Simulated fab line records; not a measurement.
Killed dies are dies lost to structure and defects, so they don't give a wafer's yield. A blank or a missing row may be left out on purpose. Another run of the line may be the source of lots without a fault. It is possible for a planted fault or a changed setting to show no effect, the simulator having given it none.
Comparing a struck lot with a sound one | flow n5Finfet | 39 out of 1938 route steps
Sound: the wafers L113.1, L113.2, L113.6. The struck wafers were L123.1, L123.2, L123.4. The cause is named last.
Per side, at each step with rows, come the tool, then ch with its chambers, and then its first start. Under that, the readings that differ: sound wafers | struck wafers | difference of the means | sigmas: that difference in standard deviations of wafers without a fault.
alike: a reading whose means differ by less than 2 such deviations, as well as words and numbers matching on both sides. not compared: withheld readings; readings where some wafer has no value; bounds like >300 that might hide an equal value; numbers whose values overlap and for which the record gives no deviation.
Wherever a step has rows on one side only, a row that says differs or no value, or a row with sigmas, the two part there. Numbers that have no deviation but don't overlap get no sigmas and don't part them. Lack of a reading on every wafer of one side parts them only where that side has two or more wafers.

first, 9 steps without rows for these wafers: N5_SD_EPI_N_DESCUM_14 (chemistry O2, time 7.9 s); N5_SD_EPI_N_ETCH_34 (etches SiARC in CF4, target depth 45.5 nm, time 75.8 s); N5_SD_EPI_N_ETCH_35 (etches SOC in N2/H2, overetch 108 nm, time 486 s); N5_SD_EPI_N_STRIP_36 (strips in N2/H2); N5_SD_EPI_N_ETCHBACK_44 (etches SiNx in CH3F/O2, stops on SiO2, target depth 14.5 nm); N5_SD_EPI_N_ETCH_45 (etches SiOCN in CH3F/O2, target depth 6 nm); N5_SD_EPI_N_ETCH_16 (etches SiO2 in CHF3/O2, target depth 5 nm); N5_SD_EPI_N_STRIP_47 (strips in CHF3/O2); N5_SD_EPI_N_SD_RECESS_17 (chemistry HBr/Cl2/O2, target depth 41 nm, time 23.7 s, bt time 3 s).
N5_SD_EPI_N_STRIP_38: strips in N2/H2.
  sound on plasmaAsher-02 ch 0,1, day 4 13:40; struck on plasmaAsher-01 ch 0,1, day 7 01:17
  alike: drypumpMotorCurrentA, heaterPowerW, oesProductAu
  not compared: rfHoursCounterH
then, 10 steps without rows for these wafers: N5_SD_EPI_N_WET_ETCH_43 (etches SiO2 in dHF, time 14 s, target depth 1.5 nm); N5_SD_EPI_N_STRIP_18 (strips in SPM, time 750 s); N5_SD_EPI_N_SRD_20 (time 30 s); N5_SD_EPI_N_PRECLEAN_48 (cleans in NF3:NH3, afs cycles 2, time 20 s, sublimation time 60 s); N5_SD_EPI_N_VAPOR_ETCH_50 (etches Si in HCl, time 54 s); N5_SD_EPI_N_EPI_21 (deposits Si:P, time 690 s); N5_SD_EPI_N_PRECLEAN_24 (cleans in O3/DIW, time 60 s); N5_SD_EPI_N_SRD_25 (time 30 s); N5_SD_EPI_N_PRECLEAN_49 (cleans in NF3:NH3, afs cycles 1, time 20 s, sublimation time 60 s); N5_SD_EPI_N_LINER_46 (material SiNx, target thk 3 nm).
N5_SD_EPI_N_INSPECT_26: inspects for defects (darkfield).
  struck on defectInspect-02, day 7 04:28; sound on defectInspect-02, day 4 17:35
reading        | sound       | struck       | difference | sigmas
rawDefectCount | 147 128 186 | 1071 991 977 | +859       | +21
then, 8 steps without rows for these wafers: N5_SD_EPI_P_COAT_34 (time 60 s, resist thk 350 nm); N5_SD_EPI_P_COAT_35 (time 60 s, resist thk 35 nm); N5_SD_EPI_P_COAT_03 (resist thk 150 nm); N5_SD_EPI_P_EBR_05; N5_SD_EPI_P_SOFTBAKE_04 (time 60 s); N5_SD_EPI_P_EXPOSE_06 (exposes mask SD P BLK, target cd 240 nm); N5_SD_EPI_P_PEB_07 (peb time 60 s); N5_SD_EPI_P_DEVELOP_08 (develop time 30 s).
N5_SD_EPI_P_INSPECT_11: inspects for defects (macro).
  struck on defectInspect-01, day 7 04:48; sound on defectInspect-01, day 4 17:55
reading        | sound | struck         | difference | sigmas
rawDefectCount | 1 4 2 | >300 >300 >300 | differs    | 
then, 6 steps without rows for these wafers: N5_SD_EPI_P_DESCUM_14 (chemistry O2, time 7.9 s); N5_SD_EPI_P_ETCH_36 (etches SiARC in CF4, target depth 45.5 nm, time 75.8 s); N5_SD_EPI_P_ETCH_37 (etches SOC in N2/H2, overetch 108 nm, time 486 s); N5_SD_EPI_P_STRIP_38 (strips in N2/H2); N5_SD_EPI_P_ETCHBACK_46 (etches SiNx in CH3F/O2, stops on SiO2, target depth 17.5 nm); N5_SD_EPI_P_ETCH_47 (etches SiOCN in CH3F/O2, target depth 25 nm).
N5_SD_EPI_P_INSPECT_26: inspects for defects (darkfield).
  struck on defectInspect-01, day 7 08:34; sound on defectInspect-01, day 4 21:44
reading        | sound       | struck      | difference | sigmas
rawDefectCount | 127 127 204 | 983 978 946 | +816       | +25
-- a jump in the record: the struck wafers' starts before and after are 8 days apart (it breaks off in module SD_EPI_P and resumes in module BEOL_M4, where the first step shown is number 1111 of the route) --
N5_BEOL_M4_RC_MEAS_101:
  sound on prober-01 ch 0, day 11 16:53; struck on prober-01 ch 0, day 15 15:17
  alike: DIBL_N, DIBL_P, IOFF_N, IOFF_P, ION_N, ION_P, SS_N, SS_P, VT_N, VT_P
-- a jump in the record: the struck wafers' starts before and after are 4 days apart (it breaks off in module BEOL_M4 and resumes in module PASSIVATION, where the first step shown is number 1936 of the route) --
N5_PASSIVATION_PROBE_49:
  record: rows for the struck wafers here (prober-02, day 19 19:50), none for the sound ones

## WHERE THEY PART
Earliest at N5_SD_EPI_N_INSPECT_26; latest, in this record, at N5_PASSIVATION_PROBE_49.

WHY: whatever the simulator had introduced
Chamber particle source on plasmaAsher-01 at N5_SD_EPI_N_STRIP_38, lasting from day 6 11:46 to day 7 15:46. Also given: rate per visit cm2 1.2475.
